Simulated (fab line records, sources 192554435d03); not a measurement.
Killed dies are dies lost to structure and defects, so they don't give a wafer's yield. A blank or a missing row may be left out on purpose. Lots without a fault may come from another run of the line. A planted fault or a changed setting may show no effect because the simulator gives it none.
fab line records | flow n5_finfet
record lots=5 wafers=13 last_day=17
route steps=1938 shown BEOL_M3@1009 BEOL_M4@1021 PASSIVATION@1936
lots that met no fault: from a run of the same line without faults
start_h: hours from the record's first day to the start of the lot's first wafer shown | wait_h: hours since the lot's step before | " the same as in the row above | L1.1+2: a row that stands for several wafers | - no value, or no start given | * or withheld: withheld | < > ~ a bound
route shown NAME@n: a module of which the file shows steps, and the number in the route of the first | usual: mean/standard deviation of fault-free wafers | same: alike in all rows | chamber/n: place in a boat | sites: the reading at each site | _std_site: their standard deviation | _edge_site: outer sites' mean less inner sites' | radius_mm: how far each site lies from the wafer's centre | mask NAME#n: copy n | behind: the tool/chamber that last shaped the wafer | hold: why the lot was held/for how many hours/how that ended | device: the transistor (n, p or np) that didn't switch | end of line: the same wafers' tests at the end of the route | a step without rows: its recipe alone | killed: dies lost to structure and defects at the first sort, not the wafer's yield | map: a wafer's dies, x killed, . not, _ none there
set.NAME: the setting as run; set.NAME@STEP: as run at that earlier step | model.NAME: the simulator's own value behind a step, which no gauge read
lots at some steps of the route; a table a step, a row a wafer
services: from which hour (start_h, from the record's first day; less than 0 if before it) a tool's chamber was out of use, for how many hours, and why
## steps
# step N5_BEOL_M3_ANNEAL_95
# recipe temp_c=400 time_s=240 ambient=vacuum
# step N5_BEOL_M3_SPUTTER_96
# recipe material=Cu target_thk_a=45 temp_c=-20 chamber_pressure_pa=0.07 power_w=withheld time_s=8.29
# step N5_BEOL_M3_ECD_50
# recipe material=Cu target_thk_a=3000
# step N5_BEOL_M3_ANNEAL_51
# recipe temp_c=225 time_s=90 ambient=N2
# step N5_BEOL_M3_CMP_52
# recipe stop_on=SiOC t_overpolish_s=6.8 down_force_psi=1 platen_rpm=50 clearing_platen_down_force_psi=1.5 clearing_platen_rpm=50 post_cmp_clean=cu_alkaline target_thk_nm=40 clearing_platen_pad_velocity_m_s=0.99484 pad_velocity_m_s=0.99484
# step N5_BEOL_M3_PRE_CLEAN_60
# recipe gas=NH3/H2 time_s=15 temp_c=* rf_power_w=300
# step N5_BEOL_M3_CO_CAP_55
# recipe material=Co target_thk_a=20 temp_c=200 precursor=CCTBA/H2 pressure_torr=30 time_s=102.1
# step N5_BEOL_M3_PRE_CLEAN_56
# recipe gas=NH3 time_s=15 temp_c=withheld rf_power_w=300
# step N5_BEOL_M3_DEP_57
# recipe material=SiCN target_thk_a=80 temp_c=withheld precursor=3MS/NH3 pressure_torr=3 rf_w=202 time_s=14
# step N5_BEOL_M4_ILD_DEP_00
# recipe material=SiOC target_thk_a=790 temp_c=350 precursor=DEMS/O2 pressure_torr=5 rf_w=500 time_s=15.3
# usual heater_power_w=484/51 showerhead_plenum_p_Torr=5.694/0.019 throttle_valve_pct=11.6/0.52
# columns lot.wafer tool chamber start_h wait_h heater_power_w showerhead_plenum_p_Torr throttle_valve_pct model.SiOC_of_BEOL_M4_ILD_DEP_00.thk_nm
L714.3 pecvd-01 1 164.14 0.0 500 5.668 11.9 77.6
L714.5 " 1 " " 493 5.674 11.8 78.6
L720.2 pecvd-01 0 202.31 0.0 461 5.708 11.2 105.2
L720.4 " 0 " " 452 5.713 11.4 79.2
L720.6 " 2 " " 438 5.686 12.3 105.8
L722.2 pecvd-01 1 215.81 0.0 466 5.659 12.0 104.8
L722.5 " 0 " " 397 5.703 11.2 78.8
L722.6 " 1 " " 470 5.673 12.1 106.4
L724.2 pecvd-01 1 233.48 0.1 417 5.675 12.5 106.2
L724.6 " 1 " " 434 5.680 12.0 106.6
L731.4 pecvd-03 0 283.35 0.1 479 5.678 12.0 79.4
L731.5 " 1 " " 438 5.674 11.6 80.6
L731.6 " 2 " " 595 5.690 11.7 79.6
# step N5_BEOL_M4_THK_MEAS_01
# recipe reads=SiOC_of_BEOL_M4_ILD_DEP_00
# usual M4_ILD_THK=79.1/1
# columns lot.wafer tool chamber start_h wait_h M4_ILD_THK[nm]
L714.3 film_metro-01 - 164.21 0.1 77.7
L714.5 " - " " 78.5
L720.2 film_metro-01 - 202.37 0.1 105.3
L720.4 " - " " 79.1
L720.6 " - " " 105.9
L722.2 film_metro-02 - 215.90 0.1 104.8
L722.5 " - " " 79.0
L722.6 " - " " 106.6
L724.2 film_metro-02 - 233.60 0.1 106.2
L724.6 " - " " 106.8
L731.4 film_metro-02 - 283.40 0.0 79.5
L731.5 " - " " 80.5
L731.6 " - " " 79.5
# step N5_BEOL_M4_PECVD_72
# recipe material=SiO2 target_thk_a=160 temp_c=400 precursor=TEOS/O2 pressure_torr=5.5 rf_w=450 teos_flow_sccm=53.8 gas=O2 flow_sccm=3000 time_s=18
# step N5_BEOL_M4_HM_DEP_02
# recipe material=TiN target_thk_a=200 temp_c=25 chamber_pressure_pa=0.49996
# step N5_BEOL_M4_COAT_61
# recipe resist=SOC temp_c=250 time_s=60 spin_rpm=1500 resist_thk_nm=60
# step N5_BEOL_M4_COAT_62
# recipe resist=SiARC temp_c=220 time_s=60 spin_rpm=1500 resist_thk_nm=12
# step N5_BEOL_M4_COAT_73
# recipe resist=underlayer temp_c=205 time_s=60 spin_rpm=1500 resist_thk_nm=5
# step N5_BEOL_M4_COAT_05
# recipe resist=CAR-EUV spin_rpm=1500 resist_thk_nm=30
# step N5_BEOL_M4_EBR_07
# recipe solvent=PGMEA ebr_width_mm=1.5
# step N5_BEOL_M4_SOFTBAKE_06
# recipe temp_c=110 time_s=60 resist=CAR-EUV
# step N5_BEOL_M4_EXPOSE_08
# recipe mask_id=M4 na=0.33 source_shape=dipole sigma_inner=0.369 sigma_outer=0.767 polarization=unpolarized dose_mj=41.25
# step N5_BEOL_M4_PEB_09
# recipe peb_temp_c=100 peb_time_s=60 resist=CAR-EUV
# step N5_BEOL_M4_DEVELOP_10
# recipe develop_time_s=30 developer=TMAH resist=CAR-EUV rinse_liquid=surfactant_rinse dry=air_spin dev_temp_c=23
# step N5_BEOL_M4_DESCUM_16
# recipe chemistry=O2 time_s=7 source_power_w=50 bias_power_w=20 pressure_mtorr=20 rf_frequency_hz=2.712e+07 temp_c=40 resist=CAR-EUV o2_flow_sccm=225
# step N5_BEOL_M4_ETCH_74
# recipe chemistry=N2/H2 target=underlayer target_depth_a=65 mask_material=CAR-EUV time_s=5.2 ion_energy_ev=200 pressure_mtorr=30 source_w=840 bias_w=150 n2_flow_sccm=200 h2_flow_sccm=200 ends=cleared
# step N5_BEOL_M4_ETCH_63
# recipe chemistry=CF4 target=SiARC target_depth_a=156 mask_material=CAR-EUV time_s=26 ion_energy_ev=80 pressure_mtorr=40 source_w=545 bias_w=36 Ar_flow_sccm=100 cf4_flow_sccm=100 ends=cleared
# step N5_BEOL_M4_ETCH_64
# recipe chemistry=N2/H2 target=SOC target_depth_a=750 overetch_a=225 mask_material=SiARC temp_c=40 time_s=121.9 ion_energy_ev=200 pressure_mtorr=30 source_w=840 bias_w=150 n2_flow_sccm=200 h2_flow_sccm=200
# step N5_BEOL_M4_STRIP_65
# recipe chemistry=N2/H2 temp_c=40 n2_flow_sccm=200 h2_flow_sccm=200 rf_frequency_hz=6e+07
# step N5_BEOL_M4_STRIP_75
# recipe chemistry=N2/H2 temp_c=40 n2_flow_sccm=200 h2_flow_sccm=200 rf_frequency_hz=6e+07
# step N5_BEOL_M4_STRIP_66
# recipe chemistry=CF4 resist=SiARC power_w=300 bias_power_w=75 pressure_mtorr=50 cf4_flow_sccm=150 rf_frequency_hz=6e+07
# step N5_BEOL_M4_HM_OPEN_17
# recipe chemistry=Cl2/BCl3 target_depth_a=200 overetch_a=60 target=TiN mask_material=SOC ion_energy_ev=150 pressure_mtorr=10 icp_w=1000 bias_w=126 Cl2_flow_sccm=53.25 bcl3_flow_sccm=21.75 Ar_flow_sccm=25
# step N5_BEOL_M4_STRIP_19
# recipe chemistry=O2 power_w=400 temp_c=40 pressure_mtorr=30 rf_frequency_hz=6e+07 bias_power_w=0 overash_fraction=0.2 o2_flow_sccm=225
# step N5_BEOL_M4_COAT_67
# recipe resist=SOC temp_c=250 time_s=60 spin_rpm=1500 resist_thk_nm=60
# step N5_BEOL_M4_COAT_68
# recipe resist=SiARC temp_c=220 time_s=60 spin_rpm=1500 resist_thk_nm=12
# step N5_BEOL_M4_COAT_76
# recipe resist=underlayer temp_c=205 time_s=60 spin_rpm=1500 resist_thk_nm=5
# step N5_BEOL_M4_COAT_22
# recipe resist=CAR-EUV spin_rpm=1500 resist_thk_nm=30
# step N5_BEOL_M4_CMP_52
# recipe stop_on=SiOC t_overpolish_s=6.8 down_force_psi=1 platen_rpm=50 clearing_platen_down_force_psi=1.5 clearing_platen_rpm=50 post_cmp_clean=cu_alkaline target_thk_nm=40 clearing_platen_pad_velocity_m_s=0.99484 pad_velocity_m_s=0.99484
# usual edge_zone_pressure_frac=1.000/0.0049 head_pressure_psi=1.0002/0.0021 motor_current_A=6.2/0.7
# columns lot.wafer tool chamber start_h wait_h edge_zone_pressure_frac head_pressure_psi motor_current_A model.SiOC_of_BEOL_M4_ILD_DEP_00.thk_nm
L714.3 cmp-04 0 173.06 0.4 1.000 0.9958 6.4 74.6
L714.5 " 1 " " 1.006 1.0020 6.4 75.6
L720.4 cmp-01 2 215.46 0.1 1.001 0.9970 5.3 76.2
L720.2 " 0 " " 1.000 0.9974 7.7 102.2
L720.6 " 2 " " 0.992 1.0029 5.1 102.8
L722.2 cmp-01 3 224.29 0.2 0.998 0.9979 5.6 101.8
L722.5 " 2 " " 0.996 0.9966 5.1 75.8
L722.6 " 3 " " 0.997 0.9976 5.8 103.4
L724.2 cmp-03 2 243.90 0.2 1.020 1.0025 6.9 103.2
L724.6 " 2 " " 1.004 1.0040 6.7 103.6
L731.4 cmp-01 3 290.43 0.3 0.996 1.0012 5.4 76.4
L731.5 " 0 " " 0.997 1.0005 7.4 77.6
L731.6 " 1 " " 0.990 1.0040 6.0 76.6
# step N5_BEOL_M4_RC_MEAS_101
# usual DIBL_N=37.5/2 DIBL_P=37.5/2.5 IOFF_N=0.18/0.042 IOFF_P=0.24/0.046 ION_N=677/15 ION_P=464/9.5 SS_N=72.0/0.76 SS_P=73.6/0.79 VT_N=249/3.5 VT_P=-249/3.2
# columns lot.wafer tool chamber start_h wait_h DIBL_N[mV/V] DIBL_P[mV/V] IOFF_N[nA/um] IOFF_P[nA/um] ION_N[uA/um] ION_P[uA/um] SS_N[mV/dec] SS_P[mV/dec] VT_N[mV] VT_P[mV]
L714.3 prober-01 0 173.87 0.3 35.2 35.4 0.14 0.19 675 468 71.8 73.5 253 -253
L714.5 " 0 " " 32.2 31.5 0.10 0.14 653 448 70.7 71.8 257 -257
L720.4 prober-02 0 216.57 0.5 39.1 40.0 0.20 0.27 657 456 72.7 73.7 249 -248
L722.5 prober-01 0 225.51 0.6 37.6 39.6 0.19 0.26 683 468 71.8 73.9 250 -248
L731.4 prober-01 0 291.88 1.0 39.3 40.8 0.24 0.32 710 488 72.2 73.4 242 -241
L731.5 " 0 " " 36.9 37.8 0.18 0.26 675 469 72.3 73.0 247 -248
L731.6 " 0 " " 33.6 33.7 0.12 0.19 672 467 70.7 71.9 254 -248
# step N5_PASSIVATION_PROBE_49
# usual defect_limited_yield=91.8/1.5 killed_at_M0_to_M3=33/11 killed_at_M4_up=13/5 killed_at_contacts=11/5.6 killed_at_front_end=36/12 killed_at_other=3.4/2.5 killed_dies=97/18 killed_open=64/13 killed_short=31/6.9 sort_bin_5_function=4.8/1 sort_bin_6_memory=3.1/0.64 sort_n_pass=1083/18 sort_yield_pct=91.8/1.5
# same gross_dies=1180 killed_at_back_side=0 sort_bin_4_leakage[%]=0 sort_bin_8_speed[%]=0
# columns lot.wafer tool chamber start_h wait_h defect_limited_yield[%] killed_at_M0_to_M3 killed_at_M4_up killed_at_contacts killed_at_front_end killed_at_other killed_dies killed_open killed_short sort_bin_5_function[%] sort_bin_6_memory[%] sort_n_pass sort_yield_pct[%]
L714.3 prober-01 - 279.30 0.1 90.3 34 10 13 57 0 114 80 33 5.0 4.2 1066 90.3
L714.5 prober-01 - 279.40 0.2 91.9 41 7 7 38 2 95 50 40 4.7 2.9 1085 91.9
L722.2 prober-01 - 325.50 0.1 28.1 34 762 15 36 2 849 68 32 68.5 3.1 331 28.1
L722.5 prober-01 - 325.65 0.2 90.4 36 17 18 41 1 113 68 43 5.7 3.3 1067 90.4
L722.6 prober-01 - 325.70 0.3 27.1 19 793 9 37 2 860 64 24 69.3 3.4 320 27.1
L720.2 prober-01 - 327.49 0.1 28.6 20 753 23 43 4 843 65 34 67.8 3.3 337 28.6
L720.4 prober-01 - 327.59 0.2 90.0 21 8 14 59 16 118 66 35 5.0 3.6 1062 90.0
L720.6 prober-01 - 327.69 0.3 27.2 35 764 11 38 11 859 65 35 68.9 3.6 321 27.2
L724.2 prober-01 - 349.08 0.1 27.4 33 754 15 55 0 857 74 44 67.9 4.3 323 27.4
L724.6 prober-01 - 349.28 0.3 28.3 32 759 18 36 1 846 64 25 68.6 2.5 334 28.3
L731.4 prober-02 - 400.37 0.2 90.6 63 12 6 27 3 111 68 43 5.6 3.4 1069 90.6
L731.5 prober-02 - 400.42 0.2 92.8 47 6 12 18 2 85 56 29 4.7 2.4 1095 92.8
L731.6 prober-02 - 400.47 0.3 91.0 53 13 9 27 4 106 72 33 5.0 3.8 1074 91.0
# killed by level:class
L714.3 FIN_SAQP:geometric_particle:open=20 MOL_CONTACT_COAG:geometric_particle:open=10 BEOL_M3:geometric_particle:open=9 FIN_SAQP:geometric_particle:short=7 GATE_CUT:geometric_particle:short=6 BEOL_M0_SAQP:geometric_particle:open=6 STI_FIN_REVEAL:geometric_particle:open=5 DUMMY_GATE:geometric_particle:open=5
L714.5 FIN_SAQP:geometric_particle:short=16 BEOL_M0_SAQP:geometric_particle:short=11 BEOL_M3:geometric_particle:open=11 BEOL_M0_SAQP:geometric_particle:open=10 FIN_SAQP:geometric_particle:open=6 DUMMY_GATE:geometric_particle:open=4 MOL_CONTACT_COAG:geometric_particle:open=4 MOL_CONTACT_COAG:geometric_particle:short=3
L722.2 BEOL_M4:area_dep=745 MOL_CONTACT_COAG:geometric_particle:open=12 FIN_SAQP:geometric_particle:open=11 BEOL_M0_SAQP:geometric_particle:open=8 BEOL_M0_SAQP:geometric_particle:short=7 BEOL_M2:geometric_particle:open=7 FIN_SAQP:geometric_particle:short=5 BEOL_M1:geometric_particle:open=5
L722.5 STI_FIN_REVEAL:geometric_particle:open=14 MOL_CONTACT_COAG:geometric_particle:open=12 BEOL_M4:geometric_particle:open=11 BEOL_M0_SAQP:geometric_particle:short=10 BEOL_M3:geometric_particle:open=8 FIN_SAQP:geometric_particle:short=7 FIN_SAQP:geometric_particle:open=6 MOL_CONTACT_COAG:geometric_particle:short=6
L722.6 BEOL_M4:area_dep=771 DUMMY_GATE:geometric_particle:open=8 MOL_CONTACT_COAG:geometric_particle:open=8 BEOL_M4:geometric_particle:open=8 FIN_SAQP:geometric_particle:open=7 BEOL_M1:geometric_particle:open=5 BEOL_M3:geometric_particle:open=5 STI_FIN_REVEAL:geometric_particle:open=4
L720.2 BEOL_M4:area_dep=743 MOL_CONTACT_COAG:geometric_particle:open=18 FIN_SAQP:geometric_particle:short=11 BEOL_M1:geometric_particle:open=8 STI_FIN_REVEAL:geometric_particle:open=6 FIN_SAQP:geometric_particle:open=5 MOL_CONTACT_COAG:geometric_particle:short=5 STARTING-WAFER:geometric_particle:short=5
L720.4 STI_FIN_REVEAL:geometric_particle:open=17 HKMG_FIN:area_etch=15 MOL_CONTACT_COAG:geometric_particle:open=13 FIN_SAQP:geometric_particle:open=10 PASS1_CAP:geometric_particle:short=8 BEOL_M0_SAQP:geometric_particle:short=7 PASS1_CAP:geometric_particle:open=6 ILD0:geometric_particle:short=4
L720.6 BEOL_M4:area_dep=758 MOL_CONTACT_COAG:geometric_particle:open=11 BEOL_M2:geometric_particle:open=10 BEOL_M3:geometric_particle:open=9 FIN_SAQP:geometric_particle:short=6 STI_FIN_REVEAL:geometric_particle:open=6 FIN_SAQP:geometric_particle:open=5 GATE_CUT:geometric_particle:short=5
L724.2 BEOL_M4:area_dep=739 FIN_SAQP:geometric_particle:short=18 FIN_SAQP:geometric_particle:open=12 MOL_CONTACT_COAG:geometric_particle:open=12 BEOL_M4:geometric_particle:open=11 BEOL_M2:geometric_particle:open=10 BEOL_M0_SAQP:geometric_particle:open=9 BEOL_M0_SAQP:geometric_particle:short=8
L724.6 BEOL_M4:area_dep=756 MOL_CONTACT_COAG:geometric_particle:open=12 BEOL_M1:geometric_particle:open=9 BEOL_M3:geometric_particle:open=7 FIN_SAQP:geometric_particle:open=6 MOL_CONTACT_COAG:geometric_particle:short=6 BEOL_M0_SAQP:geometric_particle:open=5 DUMMY_GATE:geometric_particle:open=5
L731.4 BEOL_M3:geometric_particle:open=13 BEOL_M0_SAQP:geometric_particle:short=12 BEOL_M2:geometric_particle:open=12 BEOL_M0_SAQP:geometric_particle:open=11 BEOL_M2:geometric_particle:short=7 DUMMY_GATE:geometric_particle:open=5 FIN_SAQP:geometric_particle:open=4 FIN_SAQP:geometric_particle:short=4
L731.5 BEOL_M1:geometric_particle:open=16 BEOL_M2:geometric_particle:open=9 BEOL_M0_SAQP:geometric_particle:open=8 BEOL_M0_SAQP:geometric_particle:short=7 GATE_CUT:geometric_particle:short=6 MOL_CONTACT_COAG:geometric_particle:open=6 MOL_CONTACT_COAG:geometric_particle:short=6 BEOL_M5:geometric_particle:open=4
L731.6 BEOL_M2:geometric_particle:open=14 BEOL_M3:geometric_particle:open=10 BEOL_M1:geometric_particle:open=9 BEOL_M3:geometric_particle:short=7 MOL_CONTACT_COAG:geometric_particle:open=6 BEOL_M0_SAQP:geometric_particle:open=6 FIN_SAQP:geometric_particle:short=5 BEOL_M0_SAQP:geometric_particle:short=5
# map L720.6 (x killed, . not)
_________________...x.......x________________
______________..x....x.........._____________
___________....x..xxx......x.x.....__________
__________.x.x.x..xxxxx..xx.x.xx...._________
________......xxxxxxxxxxxxxxx..x...x.._______
_______.....xxxxxxxxxxxxxxxxxxxxxx....x______
______.....xxxxxxxxxxxxxxxxxxxxxxxxx.x.._____
_____...xx.xxxxxxxxxxxxxxxxxxxxxx.xx.....____
____...xxxxxxxxxxxxxxxxxxxxxxxxxxxxxx.xx..___
___...x.xxxxxxxxxxxxxxxxxxxxxxxxxxxxxxx....__
___....xxxxxxxxxxxxxxxxxxxxxxxxxxxxxxxx.x..__
__.xxxxxxxxxxxxxxxxxxxxxxxxxxxxxxxxxxxxx...._
__.x..x.xxxxxxxxxxxxxxxxxxxxxxxxxxxxxxxx.x.._
_....xxxxxxxxxxxxxxxxxxxxxxxxxxxxxxxxxxx.....
_.x..xxxxxxxxxxxxxxxxxxxxxxxxxxxxxxxxxxxx...x
_...x..xxxxxxxxxxxxxxxxxxxxxxxxxxxxxxxxxxxx.x
_....x.xxxxxxxxxxxxxxxxxxxxxxxxxxxxxxxxx.....
_..x.xxxxxxxxxxxxxxxxxxxxxxxxxxxxxxxxxxxx..x.
_....xxxxxxxxxxxxxxxxxxxxxxxxxxxxxxxxxxxxxx..
_....xxxxxxxxxxxxxxxxxxxxxxxxxxxxxxxxxx.x....
_...xxxxxxxxxxxxxxxxxxxxxxxxxxxxxxxxxx.xx....
__...xxxxxxxxxxxxxxxxxxxxxxxxxxxxxxxxxxx...._
__...xx.xxxxxxxxxxxxxxxxxxxxxxxxxxxxxxx....._
___....x.xxxxxxxxxxxxxxxxxxxxxxxxxxxx.x.x..__
___x..x.xxxxxxxxxxxxxxxxxxxxxxxxxxxx.......__
____x....xxxxxxxxxxxxxxxxxxxxxxxxxxxxx....___
_____.x.xxxxxxxxxxxxxxxxxxxxxxxxxxxxx....____
______...xxxxx.xxxxxxxxxxxxxxxxxxxxxx..._____
_______...xxxxxxxxxxxxxxxxxxxx.xx..x.xx______
________..xx....x.xxxxxxxxxxxx....x..._______
__________....x..x.xx.xxxx..xx.x...._________
___________..x.xx.x....x..x.x....x.__________
______________..x.x.xx.x........_____________
_________________.x...x......________________
# map L722.6 (x killed, . not)
_________________............________________
______________....x........x..x._____________
___________.....x...x.x..x.x...xx..__________
__________..x..x..xxx.xxxx.xxx......_________
________.....xxxx.x.xxxxxxxxxxx......x_______
_______..x..xxxxxxxxxxxxxxxxxxxx.x...x.______
______....xxxxxxxxxxxxxxxxxxxxxxxxxxx..._____
_____.x.xxx..xxxxxxxxxxxxxxxxxxxxx.xxx...____
____.xx.xxxxxxxxxxxxxxxxxxxxxxxxxxxxxx..x.___
___...xxx.xxxxxxxxxxxxxxxxxxxxxxxxxxx.xx...__
___...x.x.xxxxxxxxxxxxxxxxxxxxxxxxxxxxxx...__
__....xxxxxxxxxxxxxxxxxxxxxxxxxxxxxxxx..x..._
__.x..x.xxxxxxxxxxxxxxxxxxxxxxxxxxxxxxxx...._
_....xxxxxxxxxxxxxxxxxxxxxxxxxxxxxxxxxx....x.
_.xx.xxxxxxxxxxxxxxxxxxxxxxxxxxxxxxxxxxxxx...
_...xxxxxxxxxxxxxxxxxxxxxxxxxxxxxxxxxxx.x..x.
_...x..xxxxxxxxxxxxxxxxxxxxxxxxxxxxxxxxxx....
_..x.xxxxxxxxxxxxxxxxxxxxxxxxxxxxxxxxxxxx.x..
_..xxxxxxxxxxxxxxxxxxxxxxxxxxxxxxxxxxxxxx...x
_...xxxxxxxxxxxxxxxxxxxxxxxxxxxxxxxxxxxxxx..x
_.....xxxxxxxxxxxxxxxxxxxxxxxxxxxxxxxxxx..x.x
__....xxxxxxxxxxxxxxxxxxxxxxxxxxxxxxxxxx...._
__.x...xxxxxxxxxxxxxxxxxxxxxxxxxxxxxxxx..x.._
___..xx.xxxxxxxxxxxxxxxxxxxxxxxxxxxxxxxxx..__
___...xx.xxxxxxxxxxxxxxxxxxxxxxxxxxxxxxx...__
____..x..xxxxxxxxxxxxxxxxxxxxxxxxxxxx.....___
_____x..x.xxxxxxxxxxxxxxxxxxxxxxx.xxx....____
______....xxx.xxxxxxxxxxxxxxxxx.x.xxx..._____
_______xx..x.xx.xxxxxxxxxxxx.xxx..x....______
________......xxxxxxxxxxxx.x.x...x.x.._______
__________...xx..xxxxxxxxx..xxx....._________
___________.x...x.x.....xx...xxxx..__________
______________.x.....x.x..x....._____________
_________________............________________
## services
# columns tool chamber start_h hours kind
cmp-01 - 144.82 1.6 repair
pecvd-01 1 150.37 12.9 repair
cmp-04 - 158.77 1.5 repair
cmp-03 - 167.76 4.0 pm
cmp-01 - 171.34 4.0 pm
cmp-04 - 184.10 1.0 repair
cmp-04 - 190.04 7.5 pm
pecvd-01 - 198.46 1.8 repair
cmp-04 - 199.68 1.3 repair
pecvd-01 2 202.38 - clean
pecvd-01 2 202.38 - consumable_replace:showerhead
pecvd-01 2 202.38 29.0 scheduled_down
pecvd-01 2 202.38 29.0 vent_cycle
cmp-01 - 211.66 0.2 repair
cmp-04 - 217.46 3.4 pm
pecvd-03 - 221.28 2.8 pm
pecvd-01 0 226.24 23.5 repair
cmp-04 - 229.89 4.0 pm
pecvd-01 2 233.26 6.5 repair
pecvd-01 - 237.10 5.5 pm
pecvd-01 - 246.30 0.3 repair
cmp-01 - 260.34 2.1 repair
pecvd-01 - 265.34 11.7 repair
cmp-03 - 286.72 6.2 pm
## key
first_sign step=N5_BEOL_M4_THK_MEAS_01 reading=M4_ILD_THK direction=up sigmas=27 usual=79.1 struck=105.9
effect step=N5_PASSIVATION_PROBE_49 reading=killed_at_M4_up direction=up sigmas=99+ usual=13 struck=764
model_effect step=N5_BEOL_M4_ILD_DEP_00 value=SiOC_of_BEOL_M4_ILD_DEP_00.thk_nm without=78.87 struck=105.8
model_effect step=N5_BEOL_M4_CMP_52 value=SiOC_of_BEOL_M4_ILD_DEP_00.thk_nm without=75.87 struck=102.8
more_kills_born_at N5_BEOL_M4_ILD_DEP_00@pecvd-01=4512
met_at N5_BEOL_M4_ILD_DEP_00
struck_wafers L720.2,L720.6,L722.2,L722.6,L724.2,L724.6
later_rows_left_out L720.2,L720.6,L722.2,L722.6,L724.2,L724.6
baseline_loss step=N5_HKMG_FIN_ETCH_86 wafers=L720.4
onset_between 164.14 202.31
fault kind=process_parameter_drift tool=pecvd-01 chamber=- onset_h=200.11 steps=N5_BEOL_M4_ILD_DEP_00 channel=time_s offset=* shape=step end_h=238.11 scope=struck_wafers_only acts_in=* stated=*
# later_rows_left_out: the simulator's readings of these wafers behind a module that went badly wrong aren't trusted and aren't shown, but for the sort
# baseline_loss: these wafers lose ten dies or more at that step, a loss of the line's own and not of a fault; the sort's usual values leave them out
